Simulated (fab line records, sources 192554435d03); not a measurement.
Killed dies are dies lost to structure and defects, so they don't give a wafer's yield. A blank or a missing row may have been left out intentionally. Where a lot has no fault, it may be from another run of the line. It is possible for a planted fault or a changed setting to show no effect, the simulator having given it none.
Chamber matching ; flow n5Finfet ; cvdCo-02 running N5_BEOL_M1_PRE_CLEAN_60: 3 sister chambers
The step time 15 s. 6 wafers are shown with their chamber, then 12 later ones without.

== EACH WAFER AND ITS CHAMBER ==
wafer;chamber;heaterPowerW (W)
L086.3;0;73
L089.5;2;82
L089.6;1;75
L090.1;1;76
L090.3;2;82
L090.6;0;74

== WAFERS WHOSE CHAMBER IS MISSING ==
wafer;heaterPowerW (W)
L096.3;74
L096.5;73
L096.6;82
L094.3;76
L094.4;73
L094.6;83
L095.2;76
L095.5;84
L095.6;73
L097.2;74
L097.3;82
L097.5;76

== EACH ONE'S CHAMBER ==
wafer;from the rows above;in truth
L096.3;can't be placed: 0 or 1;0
L096.5;0;0
L096.6;2;2
L094.3;1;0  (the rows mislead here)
L094.4;0;0
L094.6;2;2
L095.2;1;1
L095.5;2;2
L095.6;0;0
L097.2;can't be placed: 0 or 1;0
L097.3;2;2
L097.5;1;1
Placed correctly: 9 of 12. These rows do not allow placing 2 (true chamber among the candidates in 2). Wrongly placed: 1.
How it was worked out, from the rows above alone: a wafer's distance from a chamber is the root of the sum, over the readings, of the square of ((its reading less the chamber's mean) divided by the reading's scatter). The wafer belongs to the nearest chamber; if the next one is less than 2 further off, it can't be placed. For every chamber, the mean is computed from those of its wafers that are shown. The scatter: the root of (the sum of the squares of (reading less its chamber's mean) over the shown wafers, divided by (wafers less chambers)).
